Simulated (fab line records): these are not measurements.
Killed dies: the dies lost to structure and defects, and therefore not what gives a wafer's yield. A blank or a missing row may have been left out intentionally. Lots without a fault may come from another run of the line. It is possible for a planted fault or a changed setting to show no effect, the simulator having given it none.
fab line records    flow nand_harc
[record] lots = 24  wafers = 72  last_day = 25
route steps=1159 shown A_STAIRCASE@530 A_SLIT@790
lots that met no fault: from a run of the same line without faults
start_h: start of the lot's first displayed wafer, in hours after the record's first day    wait_h: hours from the lot's prior step to this one    " unchanged from the row above    L1.1+2: several wafers, shown together as one row    - either no value or no given start    * or withheld: withheld    < > ~ a bound
route shown NAME@n: a module of which the file shows steps, and the number in the route of the first    usual: mean and standard deviation over wafers with no fault    same: alike in all rows    chamber/n: place in a boat    sites: readings site by site    _std_site: the values' standard deviation    _edge_site: outer sites' mean less inner sites'    radius_mm: for every site, how far away it sits from the centre of the wafer    mask NAME#n: copy n    behind: the tool/chamber that last shaped the wafer    hold: why the lot went on hold/how many hours it stayed there/how the hold came to an end    device: the transistor (n, p or np) that didn't switch    end of line: the tests these same wafers got at the end of their route    a step without rows: its recipe alone    killed: dies lost to structure and defects at the first sort, not the wafer's yield    map: the dies of a wafer, with x for killed, . for not killed, _ for no die there
set.NAME: setting as actually run; set.NAME@STEP: the setting as run at that earlier step    model.NAME: the simulator's own value behind a step, which no gauge read
steps of the route over a sample of lots; a table a step, a row a wafer
services: from which hour (start_h, from the record's first day; less than 0 if before it) a tool's chamber was out of use, for how many hours, and why
[[steps]]
[step NHARC_A_STAIRCASE_DESCUM_168]
[recipe] time_s = 3  o2_flow_sccm = 200  ar_flow_sccm = 0  bias_power_w = 0  chemistry = O2
[usual] drypump_motor_current_A = 5.9/0.43  oes_product_au = 0.996/0.0095  rf_vpp_V = 57.5/0.9  showerhead_plenum_p_Torr = 1.88/0.097  throttle_valve_pct = 11.312/0.01
lot.wafer  tool         chamber  start_h  wait_h  drypump_motor_current_A  oes_product_au  rf_hours_counter_h  rf_vpp_V  showerhead_plenum_p_Torr  throttle_valve_pct
L074.1     rie_diel-13  2        233.14   -       6.6                      1.012           48                  58.5      1.77                      11.311
L074.3     "            3        "        "       5.4                      1.011           44                  56.5      1.78                      11.307
L074.6     "            2        "        "       6.6                      1.010           -                   56.0      1.77                      11.302
L075.2     rie_diel-06  1        233.29   -       6.5                      1.004           47                  56.0      2.01                      11.308
L075.3     "            3        "        "       6.3                      1.000           62                  57.5      1.78                      11.306
L075.6     "            0        "        "       5.9                      1.005           -                   58.4      1.96                      11.303
L076.1     rie_diel-13  3        243.85   -       5.4                      0.987           50                  57.7      1.78                      11.298
L076.4     "            0        "        "       5.6                      0.980           50                  57.1      1.95                      11.318
L076.5     "            0        "        "       5.7                      0.972           -                   57.7      1.95                      11.314
L077.1     rie_diel-13  2        244.05   -       6.5                      0.998           54                  58.2      1.77                      11.301
L077.5     "            3        "        "       5.4                      0.989           -                   56.7      1.78                      11.314
L077.6     "            0        "        "       5.7                      0.987           -                   58.5      1.95                      11.316
L078.1     rie_diel-01  0        260.09   -       5.8                      0.985           45                  56.8      1.88                      11.305
L078.4     "            3        "        "       6.0                      0.982           48                  58.3      1.93                      11.305
L078.6     "            1        "        "       5.6                      0.988           -                   57.6      1.80                      11.296
L079.1     rie_diel-06  3        260.39   -       6.3                      1.015           4                   55.6      1.78                      11.311
L079.4     "            0        "        "       5.9                      0.990           2                   57.3      1.96                      11.311
L079.6     "            0        "        "       5.9                      0.986           -                   57.7      1.96                      11.300
L081.3     rie_diel-13  3        271.00   -       5.4                      0.997           57                  56.8      1.78                      11.327
L081.4     "            0        "        "       5.7                      0.976           58                  57.1      1.94                      11.297
L081.1     "            2        "        "       6.5                      1.003           60                  57.9      1.76                      11.315
L080.4     rie_diel-13  2        271.19   -       6.5                      1.001           60                  57.0      1.76                      11.304
L080.2     "            0        "        "       5.7                      0.971           58                  58.2      1.94                      11.313
L080.6     "            2        "        "       6.5                      1.001           -                   57.7      1.76                      11.301
L082.2     rie_diel-06  2        287.70   -       6.5                      0.988           14                  57.6      1.95                      11.311
L082.4     "            3        "        "       6.2                      1.005           14                  56.9      1.77                      11.321
L082.1     "            0        "        "       5.9                      0.988           14                  57.0      1.96                      11.318
L083.1     rie_diel-01  3        287.87   -       6.0                      0.982           58                  57.5      1.92                      11.309
L083.3     "            1        "        "       5.6                      0.992           54                  57.5      1.79                      11.308
L083.6     "            2        "        "       5.8                      0.990           -                   59.1      1.81                      11.333
L085.3     rie_diel-01  0        300.39   -       5.8                      0.993           57                  58.4      1.88                      11.295
L085.4     "            3        "        "       6.0                      0.973           62                  57.6      1.92                      11.302
L085.5     "            0        "        "       5.8                      0.984           -                   57.5      1.88                      11.305
L084.3     rie_diel-01  1        300.46   -       5.6                      1.007           59                  55.4      1.79                      11.302
L084.5     "            3        "        "       6.0                      1.008           -                   58.8      1.92                      11.310
L084.6     "            0        "        "       5.7                      1.010           -                   56.5      1.88                      11.307
L087.2     rie_diel-01  2        309.35   -       5.8                      1.001           57                  57.7      1.80                      11.329
L087.1     "            3        "        "       6.0                      0.990           64                  58.2      1.92                      11.294
L087.6     "            0        "        "       5.8                      0.997           -                   56.9      1.88                      11.312
L086.4     rie_diel-13  1        316.40   -       5.3                      0.996           13                  56.5      1.81                      11.307
L086.1     "            0        "        "       5.7                      1.004           12                  57.2      1.94                      11.326
L086.6     "            2        "        "       6.5                      0.995           -                   57.8      2.07                      11.300
L088.1     rie_diel-06  1        319.80   -       6.5                      1.013           25                  58.7      2.00                      11.294
L088.3     "            2        "        "       6.4                      0.998           24                  60.0      1.95                      11.310
L088.5     "            0        "        "       5.9                      0.988           -                   57.7      1.95                      11.291
L089.1     rie_diel-06  0        320.06   -       5.9                      0.983           26                  58.6      1.95                      11.314
L089.2     "            2        "        "       6.4                      0.995           25                  57.4      1.95                      11.301
L089.5     "            0        "        "       5.9                      0.996           -                   59.1      1.95                      11.309
L090.1     rie_diel-13  2        332.80   -       6.6                      0.995           23                  58.2      2.07                      11.326
L090.4     "            3        "        "       5.4                      0.990           24                  57.7      1.77                      11.312
L090.2     "            0        "        "       5.7                      1.007           20                  58.7      1.94                      11.330
L092.1     rie_diel-06  1        332.97   -       6.5                      0.996           32                  59.0      2.00                      11.315
L092.5     "            1        "        "       6.5                      1.000           -                   57.5      2.00                      11.331
L092.6     "            2        "        "       6.4                      1.001           -                   59.0      1.95                      11.311
L091.3     rie_diel-01  1        333.12   -       5.6                      1.006           3                   57.0      1.79                      11.307
L091.1     "            2        "        "       5.8                      1.000           4                   57.0      1.80                      11.317
L091.4     "            3        "        "       6.0                      1.004           4                   57.2      1.92                      11.319
L093.2     rie_diel-13  2        345.59   -       6.5                      0.989           27                  57.9      2.07                      11.300
L093.1     "            0        "        "       5.7                      0.989           25                  58.0      1.93                      11.292
L093.3     "            1        "        "       5.3                      0.994           26                  57.1      1.81                      11.323
L094.3     rie_diel-13  2        351.55   -       6.5                      0.996           29                  58.6      2.07                      11.328
L094.4     "            3        "        "       5.4                      0.995           30                  57.7      1.77                      11.322
L094.6     "            3        "        "       5.4                      0.995           -                   55.8      1.77                      11.307
L095.2     rie_diel-06  0        355.00   -       5.9                      0.989           40                  57.7      1.95                      11.318
L095.1     "            1        "        "       6.6                      0.995           40                  59.5      2.00                      11.315
L095.6     "            0        "        "       5.9                      0.997           -                   57.9      1.95                      11.316
L096.2     rie_diel-13  2        364.36   -       6.5                      0.986           34                  58.1      2.06                      11.330
L096.4     "            3        "        "       5.4                      1.009           34                  57.8      1.77                      11.296
L096.5     "            1        "        "       5.3                      1.009           -                   56.6      1.81                      11.309
L097.3     rie_diel-13  2        377.28   -       6.5                      0.990           39                  57.8      2.06                      11.311
L097.1     "            0        "        "       5.6                      1.010           35                  58.1      1.93                      11.305
L097.6     "            1        "        "       5.3                      1.012           -                   57.7      1.80                      11.312
[step NHARC_A_STAIRCASE_TRIM_18]
[recipe] time_s = 211.2  o2_flow_sccm = 500  ar_flow_sccm = 0  bias_w = 0  chemistry = O2
[usual] drypump_motor_current_A = 5.9/0.4  oes_product_au = 0.999/0.0085  rf_vpp_V = 57.7/0.94  showerhead_plenum_p_Torr = 3.47/0.17  throttle_valve_pct = 17.038/0.0091
lot.wafer  tool         chamber  start_h  wait_h  drypump_motor_current_A  oes_product_au  rf_hours_counter_h  rf_vpp_V  showerhead_plenum_p_Torr  throttle_valve_pct
L074.3     rie_diel-13  1        -        -       5.3                      1.000           46                  57.2      3.36                      17.037
L074.1     "            2        "        "       6.5                      1.007           48                  57.3      3.28                      17.043
L074.6     "            2        "        "       6.5                      1.004           -                   56.4      3.28                      17.030
L075.3     rie_diel-01  2        -        -       5.8                      1.004           28                  55.8      3.36                      17.035
L075.2     "            1        "        "       5.6                      1.004           34                  57.9      3.33                      17.050
L075.6     "            3        "        "       6.0                      0.994           -                   58.4      3.56                      17.035
L076.4     rie_diel-01  0        -        -       5.8                      1.001           39                  58.6      3.48                      17.035
L076.1     "            1        "        "       5.6                      0.987           40                  56.1      3.33                      17.050
L076.5     "            3        "        "       6.0                      0.988           -                   58.8      3.56                      17.034
L077.1     rie_diel-01  2        -        -       5.8                      0.999           35                  56.2      3.35                      17.043
L077.5     "            1        "        "       5.6                      0.996           -                   57.7      3.33                      17.032
L077.6     "            2        "        "       5.8                      1.002           -                   55.8      3.35                      17.038
L078.1     rie_diel-01  2        -        -       5.8                      0.990           41                  57.9      3.35                      17.033
L078.6     "            3        "        "       6.0                      0.991           -                   58.4      3.55                      17.047
L078.4     "            1        "        "       5.6                      0.994           -                   57.0      3.33                      17.049
L079.4     rie_diel-06  0        -        -       5.9                      0.990           3                   57.8      3.61                      17.038
L079.1     "            2        "        "       6.4                      0.994           5                   57.3      3.60                      17.036
L079.6     "            3        "        "       6.3                      1.009           -                   56.6      3.29                      17.033
L081.3     rie_diel-06  2        -        -       6.5                      1.001           8                   57.4      3.60                      17.054
L081.4     "            3        "        "       6.2                      1.004           7                   56.3      3.29                      17.046
L081.1     "            0        "        "       6.0                      0.980           6                   57.5      3.61                      17.035
L080.2     rie_diel-01  3        -        -       6.0                      0.985           52                  59.6      3.55                      17.020
L080.4     "            0        "        "       5.7                      0.989           47                  58.1      3.47                      17.034
L080.6     "            2        "        "       5.8                      0.995           -                   56.7      3.35                      17.040
L082.4     rie_diel-06  0        -        -       5.9                      0.994           15                  58.1      3.60                      17.049
L082.1     "            1        "        "       6.6                      0.998           15                  58.9      3.69                      17.033
L082.2     "            2        "        "       6.4                      0.997           15                  57.8      3.60                      17.033
L083.3     rie_diel-13  3        -        -       5.4                      0.992           4                   56.6      3.29                      17.029
L083.1     "            1        "        "       5.3                      1.000           4                   57.6      3.36                      17.043
L083.6     "            3        "        "       5.4                      0.998           -                   57.2      3.29                      17.042
L084.3     rie_diel-13  0        -        -       5.7                      1.006           8                   59.0      3.57                      17.042
L084.6     "            3        "        "       5.4                      0.985           -                   57.2      3.29                      17.033
L084.5     "            0        "        "       5.7                      1.006           -                   60.0      3.57                      17.042
L085.3     rie_diel-06  2        -        -       6.4                      1.001           19                  57.2      3.59                      17.038
L085.4     "            0        "        "       5.9                      0.996           20                  57.2      3.60                      17.049
L085.5     "            3        "        "       6.3                      0.997           -                   58.0      3.28                      17.036
L087.1     rie_diel-06  0        -        -       5.9                      1.004           23                  57.1      3.60                      17.018
L087.2     "            2        "        "       6.5                      0.991           22                  58.5      3.59                      17.035
L087.6     "            0        "        "       5.9                      0.994           -                   57.9      3.60                      17.044
L086.1     rie_diel-13  3        -        -       5.4                      1.002           16                  56.8      3.28                      17.042
L086.4     "            1        "        "       5.3                      0.992           14                  56.0      3.35                      17.035
L086.6     "            3        "        "       5.4                      0.990           -                   56.5      3.28                      17.050
L088.3     rie_diel-13  2        -        -       6.5                      0.991           17                  59.1      3.80                      17.033
L088.1     "            0        "        "       5.6                      0.998           15                  57.8      3.57                      17.052
L088.5     "            1        "        "       5.3                      0.996           -                   55.9      3.35                      17.032
L089.1     rie_diel-13  0        -        -       5.6                      1.000           15                  57.4      3.57                      17.037
L089.2     "            2        "        "       6.5                      0.994           17                  56.9      3.80                      17.029
L089.5     "            3        "        "       5.4                      0.988           -                   56.8      3.28                      17.058
L090.1     rie_diel-06  0        -        -       5.9                      0.992           34                  57.4      3.59                      17.051
L090.4     "            2        "        "       6.4                      0.984           32                  58.0      3.59                      17.035
L090.2     "            3        "        "       6.3                      0.993           33                  57.8      3.28                      17.040
L091.3     rie_diel-13  2        -        -       6.5                      0.991           24                  57.1      3.79                      17.020
L091.1     "            3        "        "       5.4                      0.997           25                  57.8      3.28                      17.039
L091.4     "            0        "        "       5.7                      1.000           21                  58.9      3.57                      17.063
L092.1     rie_diel-13  0        -        -       5.7                      1.002           21                  59.0      3.57                      17.037
L092.5     "            0        "        "       5.7                      1.007           -                   58.9      3.57                      17.029
L092.6     "            1        "        "       5.3                      0.991           -                   57.5      3.35                      17.026
L093.1     rie_diel-01  0        -        -       5.8                      1.015           8                   58.3      3.46                      17.035
L093.2     "            1        "        "       5.6                      1.017           6                   59.4      3.31                      17.039
L093.3     "            2        "        "       5.8                      1.007           8                   56.9      3.33                      17.028
L094.4     rie_diel-06  3        -        -       6.3                      1.002           40                  56.2      3.27                      17.044
L094.3     "            0        "        "       5.9                      0.999           40                  58.0      3.59                      17.035
L094.6     "            0        "        "       5.9                      0.994           -                   56.4      3.59                      17.037
L095.2     rie_diel-01  1        -        -       5.6                      1.002           10                  58.1      3.31                      17.046
L095.1     "            2        "        "       5.8                      1.008           12                  58.2      3.33                      17.029
L095.6     "            0        "        "       5.8                      1.014           -                   58.7      3.46                      17.042
L096.4     rie_diel-13  2        -        -       6.6                      0.991           35                  57.5      3.79                      17.035
L096.2     "            1        "        "       5.3                      1.004           33                  57.0      3.34                      17.045
L096.5     "            3        "        "       5.4                      0.990           -                   57.0      3.28                      17.030
L097.3     rie_diel-01  1        -        -       5.6                      1.006           18                  58.2      3.31                      17.044
L097.1     "            2        "        "       5.8                      1.007           20                  57.6      3.33                      17.035
L097.6     "            2        "        "       5.8                      1.014           -                   55.8      3.33                      17.051
[step NHARC_A_STAIRCASE_ETCH_232]
[recipe] target_depth_a = 1000  time_s = 40.5  ion_energy_ev = 400  c4f8_flow_sccm = 20  o2_flow_sccm = 10  ar_flow_sccm = withheld  rf_w = 600  bias_w = 1000  chemistry = C4F8/O2
[usual] oes_product_au = 0.944/0.012  rf_vpp_V = 893/5.5
lot.wafer  tool         chamber  start_h  wait_h  oes_product_au  rf_hours_counter_h  rf_vpp_V
L074.1     rie_diel-01  3        -        -       0.940           41                  896
L074.3     "            0        "        "       0.940           38                  894
L074.6     "            3        "        "       0.951           -                   896
L075.2     rie_diel-13  0        -        -       0.932           51                  899
L075.3     "            1        "        "       0.945           51                  891
L075.6     "            0        "        "       0.925           -                   899
L076.4     rie_diel-13  3        -        -       0.926           55                  886
L076.1     "            0        "        "       0.932           55                  899
L076.5     "            3        "        "       0.925           -                   887
L077.1     rie_diel-01  2        -        -       0.944           40                  890
L077.5     "            1        "        "       0.956           -                   889
L077.6     "            2        "        "       0.946           -                   890
L078.4     rie_diel-01  1        -        -       0.937           48                  889
L078.1     "            3        "        "       0.933           51                  897
L078.6     "            1        "        "       0.932           -                   888
L079.1     rie_diel-13  2        -        -       0.951           60                  885
L079.4     "            3        "        "       0.948           58                  887
L079.6     "            3        "        "       0.945           -                   888
L081.1     rie_diel-06  0        -        -       0.939           12                  899
L081.3     "            1        "        "       0.945           13                  902
L081.4     "            3        "        "       0.945           12                  888
L080.2     rie_diel-13  3        -        -       0.954           0                   887
L080.4     "            0        "        "       0.947           0                   899
L080.6     "            2        "        "       0.961           -                   905
L082.1     rie_diel-13  0        -        -       0.946           7                   898
L082.2     "            1        "        "       0.942           7                   888
L082.4     "            3        "        "       0.924           9                   886
L083.3     rie_diel-01  1        -        -       0.933           59                  887
L083.1     "            3        "        "       0.938           62                  897
L083.6     "            2        "        "       0.942           -                   888
L085.4     rie_diel-06  0        -        -       0.930           23                  898
L085.3     "            2        "        "       0.931           22                  899
L085.5     "            1        "        "       0.958           -                   901
L084.3     rie_diel-01  2        -        -       0.946           60                  888
L084.5     "            3        "        "       0.939           -                   897
L084.6     "            0        "        "       0.936           -                   893
L087.1     rie_diel-06  2        -        -       0.924           25                  899
L087.2     "            3        "        "       0.937           26                  887
L087.6     "            1        "        "       0.934           -                   902
L086.1     rie_diel-06  1        -        -       0.950           30                  902
L086.4     "            2        "        "       0.934           30                  897
L086.6     "            1        "        "       0.955           -                   902
L088.3     rie_diel-06  2        -        -       0.932           31                  898
L088.1     "            3        "        "       0.941           32                  887
L088.5     "            2        "        "       0.940           -                   898
L089.2     rie_diel-01  3        -        -       0.938           4                   897
L089.1     "            0        "        "       0.958           3                   894
L089.5     "            2        "        "       0.944           -                   888
L090.4     rie_diel-01  1        -        -       0.971           5                   889
L090.1     "            2        "        "       0.961           7                   888
L090.2     "            3        "        "       0.959           7                   897
L091.1     rie_diel-01  3        -        -       0.981           7                   895
L091.3     "            1        "        "       0.962           5                   888
L091.4     "            2        "        "       0.962           7                   887
L092.1     rie_diel-13  3        -        -       0.944           28                  886
L092.6     "            3        "        "       0.951           -                   887
L092.5     "            0        "        "       0.943           -                   897
L093.2     rie_diel-06  0        -        -       0.935           42                  899
L093.3     "            1        "        "       0.941           41                  901
L093.1     "            3        "        "       0.942           41                  886
L094.3     rie_diel-06  0        -        -       0.941           43                  898
L094.6     "            2        "        "       0.942           -                   897
L094.4     "            0        "        "       0.946           -                   899
L095.1     rie_diel-01  3        -        -       0.951           17                  897
L095.2     "            1        "        "       0.939           14                  888
L095.6     "            2        "        "       0.955           -                   887
L096.2     rie_diel-01  2        -        -       0.959           19                  888
L096.4     "            3        "        "       0.920           19                  897
L096.5     "            3        "        "       0.929           -                   897
L097.1     rie_diel-01  0        -        -       0.941           24                  893
L097.3     "            3        "        "       0.929           25                  897
L097.6     "            0        "        "       0.954           -                   893
[step NHARC_A_STAIRCASE_ETCH_236]
[recipe] target_depth_a = 1000  time_s = 40.5  ion_energy_ev = 400  c4f8_flow_sccm = 20  o2_flow_sccm = 10  ar_flow_sccm = withheld  rf_w = 600  bias_w = 1000  chemistry = C4F8/O2
[usual] oes_product_au = 0.942/0.012  rf_vpp_V = 893/5.2
lot.wafer  tool         chamber  start_h  wait_h  oes_product_au  rf_hours_counter_h  rf_vpp_V
L074.1     rie_diel-01  2        -        -       0.937           34                  888
L074.3     "            3        "        "       0.928           41                  897
L074.6     "            0        "        "       0.933           -                   893
L075.2     rie_diel-13  2        -        -       0.965           55                  887
L075.3     "            0        "        "       0.935           51                  898
L075.6     "            1        "        "       0.968           -                   891
L076.1     rie_diel-13  2        -        -       0.931           58                  886
L076.4     "            3        "        "       0.942           55                  886
L076.5     "            1        "        "       0.935           -                   889
L077.1     rie_diel-01  2        -        -       0.939           40                  890
L077.5     "            0        "        "       0.936           -                   895
L077.6     "            1        "        "       0.946           -                   888
L078.1     rie_diel-01  3        -        -       0.939           51                  897
L078.4     "            1        "        "       0.946           48                  888
L078.6     "            0        "        "       0.946           -                   895
L079.1     rie_diel-13  1        -        -       0.955           57                  890
L079.4     "            2        "        "       0.955           61                  885
L079.6     "            0        "        "       0.922           -                   899
L081.3     rie_diel-06  3        -        -       0.948           14                  887
L081.4     "            0        "        "       0.931           14                  900
L081.1     "            2        "        "       0.959           14                  899
L080.2     rie_diel-13  2        -        -       0.921           2                   906
L080.4     "            0        "        "       0.943           1                   899
L080.6     "            2        "        "       0.924           -                   905
L082.1     rie_diel-13  3        -        -       0.934           9                   887
L082.4     "            0        "        "       0.937           7                   898
L082.2     "            2        "        "       0.946           10                  905
L083.1     rie_diel-01  3        -        -       0.939           63                  897
L083.3     "            0        "        "       0.938           58                  895
L083.6     "            2        "        "       0.952           -                   890
L085.3     rie_diel-06  2        -        -       0.945           23                  898
L085.4     "            0        "        "       0.938           24                  897
L085.5     "            2        "        "       0.949           -                   899
L084.3     rie_diel-01  3        -        -       0.917           68                  896
L084.5     "            2        "        "       0.930           -                   890
L084.6     "            3        "        "       0.919           -                   896
L087.1     rie_diel-06  2        -        -       0.942           26                  897
L087.2     "            1        "        "       0.953           26                  900
L087.6     "            3        "        "       0.939           -                   887
L086.4     rie_diel-06  2        -        -       0.923           30                  899
L086.1     "            3        "        "       0.929           31                  886
L086.6     "            1        "        "       0.957           -                   902
L088.1     rie_diel-06  0        -        -       0.925           33                  898
L088.3     "            3        "        "       0.949           33                  886
L088.5     "            1        "        "       0.934           -                   901
L089.2     rie_diel-01  0        -        -       0.961           3                   895
L089.1     "            1        "        "       0.933           3                   890
L089.5     "            0        "        "       0.961           -                   895
L090.4     rie_diel-01  1        -        -       0.956           5                   888
L090.2     "            2        "        "       0.945           7                   889
L090.1     "            0        "        "       0.969           7                   894
L091.3     rie_diel-01  2        -        -       0.953           7                   890
L091.1     "            0        "        "       0.951           7                   892
L091.4     "            1        "        "       0.930           6                   887
L092.1     rie_diel-13  2        -        -       0.951           27                  907
L092.5     "            0        "        "       0.949           -                   898
L092.6     "            1        "        "       0.944           -                   890
L093.1     rie_diel-06  3        -        -       0.936           41                  887
L093.2     "            0        "        "       0.934           42                  899
L093.3     "            1        "        "       0.949           42                  901
L094.3     rie_diel-06  2        -        -       0.942           42                  898
L094.6     "            1        "        "       0.954           -                   901
L094.4     "            2        "        "       0.936           -                   897
L095.1     rie_diel-01  1        -        -       0.944           14                  889
L095.2     "            3        "        "       0.951           18                  897
L095.6     "            1        "        "       0.939           -                   888
L096.2     rie_diel-01  0        -        -       0.948           19                  893
L096.4     "            1        "        "       0.928           16                  889
L096.5     "            1        "        "       0.935           -                   888
L097.1     rie_diel-01  0        -        -       0.950           27                  893
L097.3     "            2        "        "       0.935           26                  888
L097.6     "            3        "        "       0.936           -                   897
[step NHARC_A_STAIRCASE_ETCH_315]
[recipe] target_depth_a = 25000  time_s = 607.1  ion_energy_ev = 800  c4f8_flow_sccm = 80  o2_flow_sccm = 60  ar_flow_sccm = withheld  rf_w = 600  bias_w = 3000  chemistry = C4F8/O2/Ar
[usual] oes_product_au = 0.930/0.011  rf_vpp_V = 1824/12
lot.wafer  tool         chamber  start_h  wait_h  oes_product_au  rf_hours_counter_h  rf_vpp_V
L074.3     rie_diel-01  2        -        -       0.925           40                  1814
L074.1     "            0        "        "       0.927           45                  1823
L074.6     "            3        "        "       0.921           -                   1828
L075.3     rie_diel-06  2        -        -       0.946           4                   1834
L075.2     "            3        "        "       0.974           3                   1810
L075.6     "            3        "        "       0.969           -                   1809
L076.1     rie_diel-06  1        -        -       0.926           6                   1838
L076.4     "            0        "        "       0.920           5                   1833
L076.5     "            1        "        "       0.928           -                   1839
L077.1     rie_diel-13  2        -        -       0.929           60                  1807
L077.6     "            3        "        "       0.935           -                   1810
L077.5     "            0        "        "       0.920           -                   1831
L079.4     rie_diel-01  1        -        -       0.930           52                  1812
L079.1     "            2        "        "       0.933           47                  1813
L079.6     "            2        "        "       0.919           -                   1812
L078.1     rie_diel-01  0        -        -       0.929           52                  1824
L078.4     "            2        "        "       0.942           50                  1812
L078.6     "            0        "        "       0.925           -                   1822
L081.4     rie_diel-01  1        -        -       0.919           60                  1811
L081.1     "            2        "        "       0.923           55                  1812
L081.3     "            3        "        "       0.916           62                  1828
L080.4     rie_diel-01  1        -        -       0.921           60                  1810
L080.2     "            2        "        "       0.943           56                  1813
L080.6     "            0        "        "       0.928           -                   1823
L082.2     rie_diel-13  0        -        -       0.939           14                  1830
L082.1     "            1        "        "       0.923           15                  1814
L082.4     "            2        "        "       0.920           16                  1847
L083.1     rie_diel-13  1        -        -       0.925           16                  1814
L083.3     "            3        "        "       0.913           18                  1808
L083.6     "            1        "        "       0.924           -                   1814
L085.4     rie_diel-13  2        -        -       0.926           21                  1846
L085.3     "            0        "        "       0.932           18                  1830
L085.5     "            2        "        "       0.926           -                   1846
L084.3     rie_diel-01  2        -        -       0.931           2                   1812
L084.6     "            3        "        "       0.934           -                   1827
L084.5     "            0        "        "       0.941           -                   1823
L087.1     rie_diel-01  2        -        -       0.946           4                   1812
L087.2     "            3        "        "       0.934           4                   1827
L087.6     "            0        "        "       0.956           -                   1821
L086.1     rie_diel-01  0        -        -       0.962           6                   1822
L086.4     "            1        "        "       0.948           4                   1811
L086.6     "            0        "        "       0.950           -                   1823
L088.1     rie_diel-06  0        -        -       0.925           37                  1833
L088.3     "            3        "        "       0.951           37                  1808
L088.5     "            0        "        "       0.933           -                   1831
L089.2     rie_diel-06  1        -        -       0.932           37                  1837
L089.1     "            0        "        "       0.917           38                  1831
L089.5     "            2        "        "       0.911           -                   1831
L090.1     rie_diel-13  2        -        -       0.929           31                  1847
L090.2     "            3        "        "       0.916           32                  1807
L090.4     "            0        "        "       0.927           29                  1831
L091.4     rie_diel-01  3        -        -       0.922           12                  1828
L091.1     "            0        "        "       0.938           12                  1822
L091.3     "            1        "        "       0.934           11                  1810
L092.1     rie_diel-06  1        -        -       0.933           42                  1838
L092.6     "            1        "        "       0.938           -                   1840
L092.5     "            0        "        "       0.929           -                   1831
L093.2     rie_diel-13  2        -        -       0.922           38                  1846
L093.3     "            3        "        "       0.923           38                  1807
L093.1     "            0        "        "       0.935           34                  1831
L094.3     rie_diel-06  2        -        -       0.913           48                  1832
L094.6     "            0        "        "       0.921           -                   1831
L094.4     "            1        "        "       0.928           -                   1836
L095.2     rie_diel-06  2        -        -       0.924           51                  1832
L095.1     "            0        "        "       0.932           53                  1831
L095.6     "            0        "        "       0.931           -                   1831
L096.2     rie_diel-13  3        -        -       0.920           45                  1807
L096.4     "            1        "        "       0.934           44                  1814
L096.5     "            3        "        "       0.929           -                   1806
L097.3     rie_diel-06  2        -        -       0.938           60                  1830
L097.1     "            3        "        "       0.944           51                  1808
L097.6     "            2        "        "       0.931           -                   1831
[step NHARC_A_SLIT_CD_MEAS_09]
[recipe] target_cd_nm = 300  landing_energy_ev = 500
[usual] cd_nm = 300.0/0.46
lot.wafer  tool       chamber  start_h  wait_h  cd_nm
L074.1     cd_sem-01  0        315.74   -       300.2
L074.3     "          0        "        "       299.7
L074.6     "          0        "        "       300.2
L075.2     cd_sem-02  0        315.77   -       299.4
L075.3     "          0        "        "       299.2
L075.6     "          0        "        "       299.7
L077.1     cd_sem-02  0        326.86   -       299.3
L077.5     "          0        "        "       299.1
L077.6     "          0        "        "       299.5
L076.1     cd_sem-03  0        327.55   -       300.0
L076.4     "          0        "        "       299.9
L076.5     "          0        "        "       300.0
L079.1     cd_sem-03  0        342.95   -       300.4
L079.4     "          0        "        "       300.3
L079.6     "          0        "        "       300.2
L078.1     cd_sem-02  0        343.37   -       300.0
L078.4     "          0        "        "       299.6
L078.6     "          0        "        "       299.7
L081.1     cd_sem-01  0        367.37   -       300.1
L081.3     "          0        "        "       300.2
L081.4     "          0        "        "       300.5
L080.2     cd_sem-01  0        368.35   -       299.3
L080.4     "          0        "        "       299.9
L080.6     "          0        "        "       299.3
L082.1     cd_sem-02  0        381.84   -       299.5
L082.2     "          0        "        "       299.5
L082.4     "          0        "        "       300.1
L084.3     cd_sem-03  0        381.99   -       299.9
L084.5     "          0        "        "       300.1
L084.6     "          0        "        "       300.0
L085.3     cd_sem-01  0        382.24   -       300.0
L085.4     "          0        "        "       299.8
L085.5     "          0        "        "       300.4
L083.1     cd_sem-01  0        383.91   -       300.5
L083.3     "          0        "        "       300.0
L083.6     "          0        "        "       300.2
L087.1     cd_sem-01  0        395.87   -       300.7
L087.2     "          0        "        "       300.2
L087.6     "          0        "        "       300.6
L089.1     cd_sem-03  0        406.30   -       300.8
L089.2     "          0        "        "       300.4
L089.5     "          0        "        "       300.1
L086.1     cd_sem-01  0        406.53   -       299.7
L086.4     "          0        "        "       300.1
L086.6     "          0        "        "       299.8
L088.1     cd_sem-01  0        407.11   -       299.9
L088.3     "          0        "        "       299.8
L088.5     "          0        "        "       300.7
L091.1     cd_sem-02  0        416.74   -       299.4
L091.3     "          0        "        "       299.7
L091.4     "          0        "        "       300.2
L092.1     cd_sem-02  0        417.98   -       299.7
L092.5     "          0        "        "       299.6
L092.6     "          0        "        "       299.4
L090.1     cd_sem-03  0        418.58   -       299.9
L090.2     "          0        "        "       300.2
L090.4     "          0        "        "       299.8
L093.1     cd_sem-01  0        435.34   -       298.8
L093.2     "          0        "        "       299.1
L093.3     "          0        "        "       299.3
L094.3     cd_sem-01  0        435.96   -       300.1
L094.4     "          0        "        "       299.7
L094.6     "          0        "        "       299.6
L096.2     cd_sem-03  0        444.42   -       300.5
L096.4     "          0        "        "       300.5
L096.5     "          0        "        "       300.2
L095.1     cd_sem-03  0        445.34   -       300.3
L095.2     "          0        "        "       300.7
L095.6     "          0        "        "       301.0
L097.1     cd_sem-03  0        467.00   -       300.6
L097.3     "          0        "        "       300.6
L097.6     "          0        "        "       300.0
[[services]]
tool         chamber  start_h  hours  kind
rie_diel-01  0        220.35   -      clean
rie_diel-01  1        220.35   -      clean
rie_diel-01  2        220.35   -      clean
rie_diel-01  3        220.35   -      clean
rie_diel-06  -        241.27   9.0    pm
rie_diel-01  0        244.88   -      clean
rie_diel-01  1        244.88   -      clean
rie_diel-01  2        244.88   -      clean
rie_diel-01  3        244.88   -      clean
rie_diel-01  1        255.60   2.0    repair
rie_diel-01  0        260.84   5.2    repair
rie_diel-01  0        269.38   -      clean
rie_diel-01  1        269.38   -      clean
rie_diel-01  2        269.38   -      clean
rie_diel-01  3        269.38   -      clean
rie_diel-13  -        276.08   9.0    pm
rie_diel-01  0        293.91   -      clean
rie_diel-01  1        293.91   -      clean
rie_diel-06  -        296.99   3.5    repair
rie_diel-01  1        308.71   14.6   repair
rie_diel-13  2        309.80   3.9    repair
rie_diel-01  -        315.40   9.0    pm
rie_diel-01  1        333.90   6.0    repair
rie_diel-06  3        359.28   27.0   repair
[[key]]
fault none
